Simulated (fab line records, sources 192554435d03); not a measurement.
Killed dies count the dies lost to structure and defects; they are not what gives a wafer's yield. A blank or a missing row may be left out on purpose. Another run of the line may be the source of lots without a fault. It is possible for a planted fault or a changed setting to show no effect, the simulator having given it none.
What tool caused it? :: flow n5 finfet :: 72 wafers from 24 lots sampled at 6 of the route's 1938 steps

WHAT THE GAUGES READ, wafer by wafer
N5_BEOL_M11_CD_MEAS_18: pitch 140 nm, target cd 70 nm.
lot: L074
measured: day 11 02:32
on: cd sem-03
cd nm (nm): 70.6 70.9 70.7

lot: L076
measured: day 11 14:12
on: cd sem-01
cd nm (nm): 69.8 69.6 69.9

lot: L075
measured: day 11 14:22
on: cd sem-01
cd nm (nm): 69.8 68.9 68.6

lot: L077
measured: day 11 14:37
on: cd sem-01
cd nm (nm): 70.4 70.3 70.4

lot: L080
measured: day 11 17:34
on: cd sem-03
cd nm (nm): 69.3 71.2 70.1

lot: L078
measured: day 11 19:32
on: cd sem-03
cd nm (nm): 70.3 71.3 71.0

lot: L079
measured: day 11 19:53
on: cd sem-03
cd nm (nm): 70.6 70.5 70.3

lot: L081
measured: day 12 20:52
on: cd sem-01
cd nm (nm): 69.2 69.9 70.1

lot: L084
measured: day 13 02:05
on: cd sem-03
cd nm (nm): 69.6 69.9 69.0

lot: L082
measured: day 13 03:07
on: cd sem-01
cd nm (nm): 69.6 69.6 68.9

lot: L083
measured: day 13 04:16
on: cd sem-01
cd nm (nm): 70.4 71.2 69.8

lot: L086
measured: day 14 09:29
on: cd sem-03
cd nm (nm): 68.8 68.3 69.7

lot: L087
measured: day 14 13:43
on: cd sem-01
cd nm (nm): 70.1 70.2 69.6

lot: L088
measured: day 14 14:09
on: cd sem-01
cd nm (nm): 69.4 68.9 69.7

lot: L085
measured: day 14 17:03
on: cd sem-02
cd nm (nm): 69.9 70.4 70.3

lot: L090
measured: day 14 17:29
on: cd sem-02
cd nm (nm): 70.0 71.4 71.0

lot: L092
measured: day 15 02:20
on: cd sem-03
cd nm (nm): 69.6 69.7 70.3

lot: L089
measured: day 15 03:19
on: cd sem-01
cd nm (nm): 70.5 70.7 68.9

lot: L091
measured: day 15 13:10
on: cd sem-02
cd nm (nm): 69.7 68.7 68.8

lot: L095
measured: day 16 01:41
on: cd sem-02
cd nm (nm): 68.9 69.5 68.9

lot: L094
measured: day 16 01:59
on: cd sem-01
cd nm (nm): 69.0 70.2 68.5

lot: L093
measured: day 16 03:12
on: cd sem-03
cd nm (nm): 70.2 69.9 69.8

lot: L096
measured: day 16 17:23
on: cd sem-01
cd nm (nm): 70.0 70.0 69.3

lot: L097
measured: day 17 11:40
on: cd sem-03
cd nm (nm): 70.0 71.4 71.1

N5_BEOL_M11_OCD_MEAS_38.
lot: L074
measured: day 11 03:32
on: ocd-01
trench depth nm (nm): 145.0 148.5 144.9

lot: L076
measured: day 11 15:11
on: ocd-02
trench depth nm (nm): 144.8 144.5 148.3

lot: L075
measured: day 11 15:38
on: ocd-02
trench depth nm (nm): 145.0 149.1 148.0

lot: L077
measured: day 11 15:40
on: ocd-01
trench depth nm (nm): 151.2 144.7 151.6

lot: L080
measured: day 11 18:41
on: ocd-01
trench depth nm (nm): 146.1 144.8 151.4

lot: L078
measured: day 11 21:52
on: ocd-01
trench depth nm (nm): 146.5 146.0 152.6

lot: L079
measured: day 11 22:02
on: ocd-01
trench depth nm (nm): 147.0 142.4 141.9

lot: L081
measured: day 12 22:38
on: ocd-02
trench depth nm (nm): 148.6 147.0 146.6

lot: L084
measured: day 13 03:05
on: ocd-01
trench depth nm (nm): 148.1 148.6 147.9

lot: L082
measured: day 13 04:13
on: ocd-01
trench depth nm (nm): 147.2 149.2 148.3

lot: L083
measured: day 13 07:43
on: ocd-01
trench depth nm (nm): 143.7 150.7 148.4

lot: L086
measured: day 14 10:54
on: ocd-01
trench depth nm (nm): 151.0 145.8 150.9

lot: L087
measured: day 14 15:43
on: ocd-02
trench depth nm (nm): 143.2 144.2 148.2

lot: L088
measured: day 14 15:55
on: ocd-01
trench depth nm (nm): 149.8 148.0 150.3

lot: L085
measured: day 14 18:11
on: ocd-01
trench depth nm (nm): 152.6 150.8 147.7

lot: L090
measured: day 14 18:44
on: ocd-01
trench depth nm (nm): 151.5 152.4 148.4

lot: L092
measured: day 15 05:05
on: ocd-02
trench depth nm (nm): 149.5 149.7 148.4

lot: L089
measured: day 15 05:19
on: ocd-02
trench depth nm (nm): 145.4 144.3 144.2

lot: L091
measured: day 15 15:47
on: ocd-02
trench depth nm (nm): 149.9 144.3 146.9

lot: L095
measured: day 16 03:21
on: ocd-02
trench depth nm (nm): 149.1 152.2 147.2

lot: L094
measured: day 16 03:10
on: ocd-01
trench depth nm (nm): 146.1 143.6 144.5

lot: L093
measured: day 16 06:22
on: ocd-01
trench depth nm (nm): 150.2 154.5 148.0

lot: L096
measured: day 16 19:08
on: ocd-01
trench depth nm (nm): 144.2 145.0 146.7

lot: L097
measured: day 17 13:49
on: ocd-01
trench depth nm (nm): 147.7 144.7 146.6

WHICH TOOL RAN EACH LOT (tool, then ch and the chambers of the sampled wafers, then the start)
lot: L074
N5_BEOL_M10_SPUTTER_48: pvd sputter-01, day 10 20:32
N5_BEOL_M11_HM_DEP_02: pvd sputter-02, day 11 01:32
N5_BEOL_M11_DESCUM_16: rie diel-03 ch 1,2,3, day 11 01:59
N5_BEOL_M11_ETCH_65: rie diel-03 ch 2,3, day 11 03:04

lot: L076
N5_BEOL_M10_SPUTTER_48: pvd sputter-03, day 11 09:56
N5_BEOL_M11_HM_DEP_02: pvd sputter-02, day 11 13:05
N5_BEOL_M11_DESCUM_16: rie diel-04 ch 0,1,2, day 11 13:44
N5_BEOL_M11_ETCH_65: rie diel-04 ch 0,1, day 11 14:43

lot: L075
N5_BEOL_M10_SPUTTER_48: pvd sputter-02, day 11 10:40
N5_BEOL_M11_HM_DEP_02: pvd sputter-02, day 11 13:17
N5_BEOL_M11_DESCUM_16: rie diel-02 ch 1,2, day 11 13:53
N5_BEOL_M11_ETCH_65: rie diel-04 ch 1,2, day 11 15:11

lot: L077
N5_BEOL_M10_SPUTTER_48: pvd sputter-02, day 11 10:45
N5_BEOL_M11_HM_DEP_02: pvd sputter-02, day 11 13:23
N5_BEOL_M11_DESCUM_16: rie diel-03 ch 1,2,3, day 11 14:10
N5_BEOL_M11_ETCH_65: rie diel-02 ch 1,3, day 11 15:11

lot: L080
N5_BEOL_M10_SPUTTER_48: pvd sputter-01, day 11 14:37
N5_BEOL_M11_HM_DEP_02: pvd sputter-03, day 11 16:29
N5_BEOL_M11_DESCUM_16: rie diel-02 ch 1,3, day 11 17:07
N5_BEOL_M11_ETCH_65: rie diel-03 ch 0,1,2, day 11 18:13

lot: L078
N5_BEOL_M10_SPUTTER_48: pvd sputter-01, day 11 14:58
N5_BEOL_M11_HM_DEP_02: pvd sputter-01, day 11 18:37
N5_BEOL_M11_DESCUM_16: rie diel-03 ch 0,1,2, day 11 19:04
N5_BEOL_M11_ETCH_65: rie diel-03 ch 0,1,2, day 11 21:25

lot: L079
N5_BEOL_M10_SPUTTER_48: pvd sputter-01, day 11 15:38
N5_BEOL_M11_HM_DEP_02: pvd sputter-01, day 11 18:56
N5_BEOL_M11_DESCUM_16: rie diel-04 ch 1,2,3, day 11 19:26
N5_BEOL_M11_ETCH_65: rie diel-04 ch 0,1,2, day 11 21:35

lot: L081
N5_BEOL_M10_SPUTTER_48: pvd sputter-03, day 12 15:04
N5_BEOL_M11_HM_DEP_02: pvd sputter-02, day 12 19:50
N5_BEOL_M11_DESCUM_16: rie diel-04 ch 0,2, day 12 20:25
N5_BEOL_M11_ETCH_65: rie diel-03 ch 2,3, day 12 22:11

lot: L084
N5_BEOL_M10_SPUTTER_48: pvd sputter-02, day 12 21:56
N5_BEOL_M11_HM_DEP_02: pvd sputter-03, day 13 01:10
N5_BEOL_M11_DESCUM_16: rie diel-04 ch 0,2, day 13 01:38
N5_BEOL_M11_ETCH_65: rie diel-04 ch 1,3, day 13 02:38

lot: L082
N5_BEOL_M10_SPUTTER_48: pvd sputter-02, day 12 22:27
N5_BEOL_M11_HM_DEP_02: pvd sputter-02, day 13 02:11
N5_BEOL_M11_DESCUM_16: rie diel-03 ch 1,2, day 13 02:39
N5_BEOL_M11_ETCH_65: rie diel-03 ch 0,3, day 13 03:46

lot: L083
N5_BEOL_M10_SPUTTER_48: pvd sputter-03, day 12 22:35
N5_BEOL_M11_HM_DEP_02: pvd sputter-02, day 13 03:04
N5_BEOL_M11_DESCUM_16: rie diel-04 ch 0,1,2, day 13 03:39
N5_BEOL_M11_ETCH_65: rie diel-02 ch 0,1,3, day 13 07:15

lot: L086
N5_BEOL_M10_SPUTTER_48: pvd sputter-01, day 14 02:52
N5_BEOL_M11_HM_DEP_02: pvd sputter-02, day 14 08:18
N5_BEOL_M11_DESCUM_16: rie diel-04 ch 1,2, day 14 08:58
N5_BEOL_M11_ETCH_65: rie diel-03 ch 1,2, day 14 10:26

lot: L087
N5_BEOL_M10_SPUTTER_48: pvd sputter-02, day 14 05:43
N5_BEOL_M11_HM_DEP_02: pvd sputter-03, day 14 12:40
N5_BEOL_M11_DESCUM_16: rie diel-02 ch 1,2,3, day 14 13:15
N5_BEOL_M11_ETCH_65: rie diel-04 ch 0,2,3, day 14 15:15

lot: L088
N5_BEOL_M10_SPUTTER_48: pvd sputter-02, day 14 08:24
N5_BEOL_M11_HM_DEP_02: pvd sputter-03, day 14 13:07
N5_BEOL_M11_DESCUM_16: rie diel-03 ch 2,3, day 14 13:41
N5_BEOL_M11_ETCH_65: rie diel-03 ch 2,3, day 14 15:28

lot: L085
N5_BEOL_M10_SPUTTER_48: pvd sputter-02, day 14 09:07
N5_BEOL_M11_HM_DEP_02: pvd sputter-01, day 14 15:54
N5_BEOL_M11_DESCUM_16: rie diel-04 ch 0,1, day 14 16:29
N5_BEOL_M11_ETCH_65: rie diel-03 ch 1,2,3, day 14 17:44

lot: L090
N5_BEOL_M10_SPUTTER_48: pvd sputter-03, day 14 12:31
N5_BEOL_M11_HM_DEP_02: pvd sputter-03, day 14 16:26
N5_BEOL_M11_DESCUM_16: rie diel-02 ch 0,1,2, day 14 17:02
N5_BEOL_M11_ETCH_65: rie diel-02 ch 0,2,3, day 14 18:16

lot: L092
N5_BEOL_M10_SPUTTER_48: pvd sputter-02, day 14 21:13
N5_BEOL_M11_HM_DEP_02: pvd sputter-02, day 15 01:12
N5_BEOL_M11_DESCUM_16: rie diel-03 ch 1,2,3, day 15 01:53
N5_BEOL_M11_ETCH_65: rie diel-03 ch 0,1,3, day 15 04:38

lot: L089
N5_BEOL_M10_SPUTTER_48: pvd sputter-02, day 14 21:58
N5_BEOL_M11_HM_DEP_02: pvd sputter-01, day 15 02:17
N5_BEOL_M11_DESCUM_16: rie diel-03 ch 1,2,3, day 15 02:52
N5_BEOL_M11_ETCH_65: rie diel-04 ch 0,2, day 15 04:52

lot: L091
N5_BEOL_M10_SPUTTER_48: pvd sputter-01, day 15 06:06
N5_BEOL_M11_HM_DEP_02: pvd sputter-02, day 15 12:08
N5_BEOL_M11_DESCUM_16: rie diel-03 ch 0,1,3, day 15 12:43
N5_BEOL_M11_ETCH_65: rie diel-04 ch 0,1,2, day 15 15:20

lot: L095
N5_BEOL_M10_SPUTTER_48: pvd sputter-02, day 15 20:37
N5_BEOL_M11_HM_DEP_02: pvd sputter-01, day 16 00:44
N5_BEOL_M11_DESCUM_16: rie diel-02 ch 0,1, day 16 01:14
N5_BEOL_M11_ETCH_65: rie diel-03 ch 0,2,3, day 16 02:53

lot: L094
N5_BEOL_M10_SPUTTER_48: pvd sputter-02, day 15 20:41
N5_BEOL_M11_HM_DEP_02: pvd sputter-03, day 16 00:56
N5_BEOL_M11_DESCUM_16: rie diel-02 ch 0,1, day 16 01:31
N5_BEOL_M11_ETCH_65: rie diel-04 ch 0,2, day 16 02:42

lot: L093
N5_BEOL_M10_SPUTTER_48: pvd sputter-01, day 15 23:04
N5_BEOL_M11_HM_DEP_02: pvd sputter-01, day 16 01:49
N5_BEOL_M11_DESCUM_16: rie diel-03 ch 0,1,3, day 16 02:37
N5_BEOL_M11_ETCH_65: rie diel-03 ch 1,2,3, day 16 05:55

lot: L096
N5_BEOL_M10_SPUTTER_48: pvd sputter-02, day 16 13:27
N5_BEOL_M11_HM_DEP_02: pvd sputter-03, day 16 16:20
N5_BEOL_M11_DESCUM_16: rie diel-03 ch 1,3, day 16 16:55
N5_BEOL_M11_ETCH_65: rie diel-04 ch 0,1,2, day 16 18:41

lot: L097
N5_BEOL_M10_SPUTTER_48: pvd sputter-02, day 17 08:45
N5_BEOL_M11_HM_DEP_02: pvd sputter-03, day 17 10:38
N5_BEOL_M11_DESCUM_16: rie diel-04 ch 1,2, day 17 11:13
N5_BEOL_M11_ETCH_65: rie diel-04 ch 0,1,3, day 17 13:21
- N5_BEOL_M10_SPUTTER_48: material Cu, target thk 12 nm, time 2 s.
- N5_BEOL_M11_HM_DEP_02: deposits TiN, target thk 20 nm.
- N5_BEOL_M11_DESCUM_16: chemistry O2, time 7.9 s.
- N5_BEOL_M11_ETCH_65: etches SiARC in CF4, target depth 39 nm, time 65 s.

AS READ BY THE TOOLS THEMSELVES (means over the sampled wafers that have a number; for cases with no such wafer, the mark the record gives instead)
N5_BEOL_M10_SPUTTER_48.
lot: L074
tool: pvd sputter-01
chamber pressure pa (Pa): 0.13001
throttle valve pct (%): 29.8

lot: L076
tool: pvd sputter-03
chamber pressure pa (Pa): 0.13002
throttle valve pct (%): 30.7

lot: L075
tool: pvd sputter-02
chamber pressure pa (Pa): 0.12972
throttle valve pct (%): 29.2

lot: L077
tool: pvd sputter-02
chamber pressure pa (Pa): 0.12980
throttle valve pct (%): 30.4

lot: L080
tool: pvd sputter-01
chamber pressure pa (Pa): 0.12988
throttle valve pct (%): 29.4

lot: L078
tool: pvd sputter-01
chamber pressure pa (Pa): 0.12991
throttle valve pct (%): 28.8

lot: L079
tool: pvd sputter-01
chamber pressure pa (Pa): 0.13006
throttle valve pct (%): 29.4

lot: L081
tool: pvd sputter-03
chamber pressure pa (Pa): 0.12985
throttle valve pct (%): 30.8

lot: L084
tool: pvd sputter-02
chamber pressure pa (Pa): 0.13002
throttle valve pct (%): 29.5

lot: L082
tool: pvd sputter-02
chamber pressure pa (Pa): 0.12986
throttle valve pct (%): 29.1

lot: L083
tool: pvd sputter-03
chamber pressure pa (Pa): 0.12989
throttle valve pct (%): 30.7

lot: L086
tool: pvd sputter-01
chamber pressure pa (Pa): 0.13008
throttle valve pct (%): 29.4

lot: L087
tool: pvd sputter-02
chamber pressure pa (Pa): 0.12986
throttle valve pct (%): 29.7

lot: L088
tool: pvd sputter-02
chamber pressure pa (Pa): 0.13015
throttle valve pct (%): 29.8

lot: L085
tool: pvd sputter-02
chamber pressure pa (Pa): 0.13021
throttle valve pct (%): 29.0

lot: L090
tool: pvd sputter-03
chamber pressure pa (Pa): 0.12979
throttle valve pct (%): 30.7

lot: L092
tool: pvd sputter-02
chamber pressure pa (Pa): 0.12985
throttle valve pct (%): 30.1

lot: L089
tool: pvd sputter-02
chamber pressure pa (Pa): 0.12983
throttle valve pct (%): 29.6

lot: L091
tool: pvd sputter-01
chamber pressure pa (Pa): 0.12992
throttle valve pct (%): 29.3

lot: L095
tool: pvd sputter-02
chamber pressure pa (Pa): 0.12989
throttle valve pct (%): 29.1

lot: L094
tool: pvd sputter-02
chamber pressure pa (Pa): 0.13004
throttle valve pct (%): 29.7

lot: L093
tool: pvd sputter-01
chamber pressure pa (Pa): 0.12994
throttle valve pct (%): 29.3

lot: L096
tool: pvd sputter-02
chamber pressure pa (Pa): 0.13008
throttle valve pct (%): 29.8

lot: L097
tool: pvd sputter-02
chamber pressure pa (Pa): 0.13009
throttle valve pct (%): 30.0

N5_BEOL_M11_HM_DEP_02.
lot: L074
tool: pvd sputter-02
chamber pressure pa (Pa): 0.4997
throttle valve pct (%): 29.8

lot: L076
tool: pvd sputter-02
chamber pressure pa (Pa): 0.5003
throttle valve pct (%): 29.7

lot: L075
tool: pvd sputter-02
chamber pressure pa (Pa): 0.4994
throttle valve pct (%): 29.9

lot: L077
tool: pvd sputter-02
chamber pressure pa (Pa): 0.5005
throttle valve pct (%): 29.8

lot: L080
tool: pvd sputter-03
chamber pressure pa (Pa): 0.5011
throttle valve pct (%): 30.9

lot: L078
tool: pvd sputter-01
chamber pressure pa (Pa): 0.5006
throttle valve pct (%): 29.9

lot: L079
tool: pvd sputter-01
chamber pressure pa (Pa): 0.4994
throttle valve pct (%): 28.6

lot: L081
tool: pvd sputter-02
chamber pressure pa (Pa): 0.5004
throttle valve pct (%): 29.3

lot: L084
tool: pvd sputter-03
chamber pressure pa (Pa): 0.5004
throttle valve pct (%): 30.7

lot: L082
tool: pvd sputter-02
chamber pressure pa (Pa): 0.4997
throttle valve pct (%): 29.5

lot: L083
tool: pvd sputter-02
chamber pressure pa (Pa): 0.5007
throttle valve pct (%): 29.7

lot: L086
tool: pvd sputter-02
chamber pressure pa (Pa): 0.5004
throttle valve pct (%): 29.2

lot: L087
tool: pvd sputter-03
chamber pressure pa (Pa): 0.4987
throttle valve pct (%): 30.6

lot: L088
tool: pvd sputter-03
chamber pressure pa (Pa): 0.4999
throttle valve pct (%): 30.7

lot: L085
tool: pvd sputter-01
chamber pressure pa (Pa): 0.4996
throttle valve pct (%): 29.5

lot: L090
tool: pvd sputter-03
chamber pressure pa (Pa): 0.4999
throttle valve pct (%): 30.6

lot: L092
tool: pvd sputter-02
chamber pressure pa (Pa): 0.5001
throttle valve pct (%): 30.5

lot: L089
tool: pvd sputter-01
chamber pressure pa (Pa): 0.4994
throttle valve pct (%): 29.8

lot: L091
tool: pvd sputter-02
chamber pressure pa (Pa): 0.5006
throttle valve pct (%): 29.8

lot: L095
tool: pvd sputter-01
chamber pressure pa (Pa): 0.5001
throttle valve pct (%): 29.4

lot: L094
tool: pvd sputter-03
chamber pressure pa (Pa): 0.5008
throttle valve pct (%): 30.6

lot: L093
tool: pvd sputter-01
chamber pressure pa (Pa): 0.5002
throttle valve pct (%): 29.8

lot: L096
tool: pvd sputter-03
chamber pressure pa (Pa): 0.5002
throttle valve pct (%): 30.8

lot: L097
tool: pvd sputter-03
chamber pressure pa (Pa): 0.4998
throttle valve pct (%): 30.5

N5_BEOL_M11_DESCUM_16.
lot: L074
tool: rie diel-03
bias power w (W): 19.93
drypump motor current A (A): 5.9
oes product au (a.u.): 0.72
rf vpp V (V): 243.3
showerhead plenum p Torr (Torr): 2.11
throttle valve pct (%): 20.4

lot: L076
tool: rie diel-04
bias power w (W): 19.97
drypump motor current A (A): 5.5
oes product au (a.u.): 0.75
rf vpp V (V): 242.0
showerhead plenum p Torr (Torr): 2.01
throttle valve pct (%): 20.2

lot: L075
tool: rie diel-02
bias power w (W): 19.93
drypump motor current A (A): 5.3
oes product au (a.u.): 0.83
rf vpp V (V): 244.8
showerhead plenum p Torr (Torr): 2.15
throttle valve pct (%): 20.4

lot: L077
tool: rie diel-03
bias power w (W): 19.97
drypump motor current A (A): 5.9
oes product au (a.u.): 0.72
rf vpp V (V): 243.8
showerhead plenum p Torr (Torr): 2.11
throttle valve pct (%): 20.4

lot: L080
tool: rie diel-02
bias power w (W): 20.07
drypump motor current A (A): 6.6
oes product au (a.u.): 0.73
rf vpp V (V): 243.5
showerhead plenum p Torr (Torr): 2.12
throttle valve pct (%): 20.5

lot: L078
tool: rie diel-03
bias power w (W): 19.99
drypump motor current A (A): 5.7
oes product au (a.u.): 0.78
rf vpp V (V): 242.4
showerhead plenum p Torr (Torr): 2.10
throttle valve pct (%): 20.5

lot: L079
tool: rie diel-04
bias power w (W): 20.02
drypump motor current A (A): 5.6
oes product au (a.u.): 0.75
rf vpp V (V): 242.6
showerhead plenum p Torr (Torr): 2.05
throttle valve pct (%): 20.2

lot: L081
tool: rie diel-04
bias power w (W): 19.98
drypump motor current A (A): 5.7
oes product au (a.u.): 0.72
rf vpp V (V): 241.5
showerhead plenum p Torr (Torr): 1.98
throttle valve pct (%): 20.3

lot: L084
tool: rie diel-04
bias power w (W): 19.96
drypump motor current A (A): 5.7
oes product au (a.u.): 0.72
rf vpp V (V): 241.4
showerhead plenum p Torr (Torr): 1.98
throttle valve pct (%): 20.3

lot: L082
tool: rie diel-03
bias power w (W): 19.96
drypump motor current A (A): 5.8
oes product au (a.u.): 0.79
rf vpp V (V): 243.4
showerhead plenum p Torr (Torr): 2.11
throttle valve pct (%): 20.5

lot: L083
tool: rie diel-04
bias power w (W): 20.12
drypump motor current A (A): 5.5
oes product au (a.u.): 0.74
rf vpp V (V): 240.7
showerhead plenum p Torr (Torr): 2.01
throttle valve pct (%): 20.2

lot: L086
tool: rie diel-04
bias power w (W): 20.04
drypump motor current A (A): 5.2
oes product au (a.u.): 0.74
rf vpp V (V): 243.0
showerhead plenum p Torr (Torr): 2.06
throttle valve pct (%): 20.2

lot: L087
tool: rie diel-02
bias power w (W): 19.96
drypump motor current A (A): 5.9
oes product au (a.u.): 0.77
rf vpp V (V): 243.5
showerhead plenum p Torr (Torr): 2.10
throttle valve pct (%): 20.4

lot: L088
tool: rie diel-03
bias power w (W): 19.95
drypump motor current A (A): 5.7
oes product au (a.u.): 0.73
rf vpp V (V): 243.2
showerhead plenum p Torr (Torr): 2.09
throttle valve pct (%): 20.4

lot: L085
tool: rie diel-04
bias power w (W): 20.03
drypump motor current A (A): 5.5
oes product au (a.u.): 0.76
rf vpp V (V): 241.4
showerhead plenum p Torr (Torr): 1.98
throttle valve pct (%): 20.2

lot: L090
tool: rie diel-02
bias power w (W): 20.00
drypump motor current A (A): 5.6
oes product au (a.u.): 0.82
rf vpp V (V): 244.1
showerhead plenum p Torr (Torr): 2.15
throttle valve pct (%): 20.6

lot: L092
tool: rie diel-03
bias power w (W): 19.98
drypump motor current A (A): 5.9
oes product au (a.u.): 0.78
rf vpp V (V): 243.4
showerhead plenum p Torr (Torr): 2.10
throttle valve pct (%): 20.3

lot: L089
tool: rie diel-03
bias power w (W): 20.01
drypump motor current A (A): 5.9
oes product au (a.u.): 0.78
rf vpp V (V): 243.4
showerhead plenum p Torr (Torr): 2.10
throttle valve pct (%): 20.3

lot: L091
tool: rie diel-03
bias power w (W): 20.01
drypump motor current A (A): 5.7
oes product au (a.u.): 0.84
rf vpp V (V): 243.3
showerhead plenum p Torr (Torr): 2.09
throttle valve pct (%): 20.2

lot: L095
tool: rie diel-02
bias power w (W): 19.96
drypump motor current A (A): 6.3
oes product au (a.u.): 0.96
rf vpp V (V): 243.7
showerhead plenum p Torr (Torr): 2.15
throttle valve pct (%): 20.5

lot: L094
tool: rie diel-02
bias power w (W): 20.00
drypump motor current A (A): 6.3
oes product au (a.u.): 0.94
rf vpp V (V): 243.9
showerhead plenum p Torr (Torr): 2.15
throttle valve pct (%): 20.5

lot: L093
tool: rie diel-03
bias power w (W): 20.04
drypump motor current A (A): 5.7
oes product au (a.u.): 0.83
rf vpp V (V): 243.7
showerhead plenum p Torr (Torr): 2.09
throttle valve pct (%): 20.2

lot: L096
tool: rie diel-03
bias power w (W): 20.01
drypump motor current A (A): 6.0
oes product au (a.u.): 0.78
rf vpp V (V): 243.6
showerhead plenum p Torr (Torr): 2.10
throttle valve pct (%): 20.1

lot: L097
tool: rie diel-04
bias power w (W): 19.96
drypump motor current A (A): 5.2
oes product au (a.u.): 0.72
rf vpp V (V): 242.2
showerhead plenum p Torr (Torr): 2.06
throttle valve pct (%): 20.2

N5_BEOL_M11_ETCH_65.
lot: L074
tool: rie diel-03
drypump motor current A (A): 5.7
etch rf on time s (s): 65.1
oes product au (a.u.): 0.63
rf vpp V (V): 183.9
showerhead plenum p Torr (Torr): 2.13
throttle valve pct (%): 15.73

lot: L076
tool: rie diel-04
drypump motor current A (A): 5.7
etch rf on time s (s): 66.1
oes product au (a.u.): 0.64
rf vpp V (V): 182.1
showerhead plenum p Torr (Torr): 2.00
throttle valve pct (%): 15.50

lot: L075
tool: rie diel-04
drypump motor current A (A): 5.3
etch rf on time s (s): 65.9
oes product au (a.u.): 0.66
rf vpp V (V): 183.8
showerhead plenum p Torr (Torr): 2.08
throttle valve pct (%): 15.26

lot: L077
tool: rie diel-02
drypump motor current A (A): 6.6
etch rf on time s (s): 65.0
oes product au (a.u.): 0.67
rf vpp V (V): 184.3
showerhead plenum p Torr (Torr): 2.12
throttle valve pct (%): 15.44

lot: L080
tool: rie diel-03
drypump motor current A (A): 5.7
etch rf on time s (s): 65.0
oes product au (a.u.): 0.68
rf vpp V (V): 183.8
showerhead plenum p Torr (Torr): 2.14
throttle valve pct (%): 15.64

lot: L078
tool: rie diel-03
drypump motor current A (A): 5.7
etch rf on time s (s): 65.4
oes product au (a.u.): 0.68
rf vpp V (V): 184.3
showerhead plenum p Torr (Torr): 2.14
throttle valve pct (%): 15.64

lot: L079
tool: rie diel-04
drypump motor current A (A): 5.5
etch rf on time s (s): 65.3
oes product au (a.u.): 0.65
rf vpp V (V): 183.8
showerhead plenum p Torr (Torr): 2.05
throttle valve pct (%): 15.40

lot: L081
tool: rie diel-03
drypump motor current A (A): 5.7
etch rf on time s (s): 65.4
oes product au (a.u.): 0.62
rf vpp V (V): 183.4
showerhead plenum p Torr (Torr): 2.12
throttle valve pct (%): 15.74

lot: L084
tool: rie diel-04
drypump motor current A (A): 5.9
etch rf on time s (s): 65.8
oes product au (a.u.): 0.63
rf vpp V (V): 183.4
showerhead plenum p Torr (Torr): 2.10
throttle valve pct (%): 15.55

lot: L082
tool: rie diel-03
drypump motor current A (A): 5.6
etch rf on time s (s): 64.5
oes product au (a.u.): 0.70
rf vpp V (V): 183.7
showerhead plenum p Torr (Torr): 2.14
throttle valve pct (%): 15.46

lot: L083
tool: rie diel-02
drypump motor current A (A): 6.3
etch rf on time s (s): 65.1
oes product au (a.u.): 0.70
rf vpp V (V): 184.7
showerhead plenum p Torr (Torr): 2.16
throttle valve pct (%): 15.66

lot: L086
tool: rie diel-03
drypump motor current A (A): 6.1
etch rf on time s (s): 64.9
oes product au (a.u.): 0.72
rf vpp V (V): 184.5
showerhead plenum p Torr (Torr): 2.16
throttle valve pct (%): 15.32

lot: L087
tool: rie diel-04
drypump motor current A (A): 5.8
etch rf on time s (s): 66.6
oes product au (a.u.): 0.60
rf vpp V (V): 183.4
showerhead plenum p Torr (Torr): 2.07
throttle valve pct (%): 15.57

lot: L088
tool: rie diel-03
drypump motor current A (A): 5.7
etch rf on time s (s): 64.6
oes product au (a.u.): 0.62
rf vpp V (V): 184.3
showerhead plenum p Torr (Torr): 2.13
throttle valve pct (%): 15.61

lot: L085
tool: rie diel-03
drypump motor current A (A): 5.9
etch rf on time s (s): 65.1
oes product au (a.u.): 0.67
rf vpp V (V): 183.7
showerhead plenum p Torr (Torr): 2.15
throttle valve pct (%): 15.47

lot: L090
tool: rie diel-02
drypump motor current A (A): 5.7
etch rf on time s (s): 64.3
oes product au (a.u.): 0.74
rf vpp V (V): 183.7
showerhead plenum p Torr (Torr): 2.16
throttle valve pct (%): 15.55

lot: L092
tool: rie diel-03
drypump motor current A (A): 5.7
etch rf on time s (s): 64.3
oes product au (a.u.): 0.74
rf vpp V (V): 183.9
showerhead plenum p Torr (Torr): 2.15
throttle valve pct (%): 15.34

lot: L089
tool: rie diel-04
drypump motor current A (A): 5.4
etch rf on time s (s): 66.3
oes product au (a.u.): 0.60
rf vpp V (V): 182.9
showerhead plenum p Torr (Torr): 2.07
throttle valve pct (%): 15.44

lot: L091
tool: rie diel-04
drypump motor current A (A): 5.5
etch rf on time s (s): 65.9
oes product au (a.u.): 0.63
rf vpp V (V): 183.5
showerhead plenum p Torr (Torr): 2.05
throttle valve pct (%): 15.44

lot: L095
tool: rie diel-03
drypump motor current A (A): 5.5
etch rf on time s (s): 64.4
oes product au (a.u.): 0.75
rf vpp V (V): 183.2
showerhead plenum p Torr (Torr): 2.12
throttle valve pct (%): 15.50

lot: L094
tool: rie diel-04
drypump motor current A (A): 5.4
etch rf on time s (s): 66.6
oes product au (a.u.): 0.60
rf vpp V (V): 182.8
showerhead plenum p Torr (Torr): 2.07
throttle valve pct (%): 15.47

lot: L093
tool: rie diel-03
drypump motor current A (A): 5.9
etch rf on time s (s): 64.4
oes product au (a.u.): 0.74
rf vpp V (V): 184.4
showerhead plenum p Torr (Torr): 2.14
throttle valve pct (%): 15.32

lot: L096
tool: rie diel-04
drypump motor current A (A): 5.5
etch rf on time s (s): 65.9
oes product au (a.u.): 0.62
rf vpp V (V): 183.4
showerhead plenum p Torr (Torr): 2.04
throttle valve pct (%): 15.46

lot: L097
tool: rie diel-04
drypump motor current A (A): 5.8
etch rf on time s (s): 65.8
oes product au (a.u.): 0.67
rf vpp V (V): 182.3
showerhead plenum p Torr (Torr): 2.04
throttle valve pct (%): 15.43

THE ANSWER, worked out from the rows above alone
Rule: the lots themselves supply what counts as usual. The widest of any qualifying gaps counts: lots, ordered by their means at a reading, are off when they make up no more than a third of the lots, leave a main group of 4 or more, and stand apart from it by 3 or more times the standard deviation of that group's means. Not used: any main group whose means are identical at the precision the tables above print for the reading. Also off: a lot with no number at a reading for which 4 or more lots have one. The other lots that the step has rows for count as sound. Order of review: gauges by route order, followed by the tools' own readings, for which a lot's mean as printed above is used. The first step at which some lot is off is used, and at that step the reading that is off furthest; a lot without a number counts as furthest.
Across all readings shown, no lot is off: no conclusion can be drawn from this.

WHAT THE SIMULATOR HAD PUT IN
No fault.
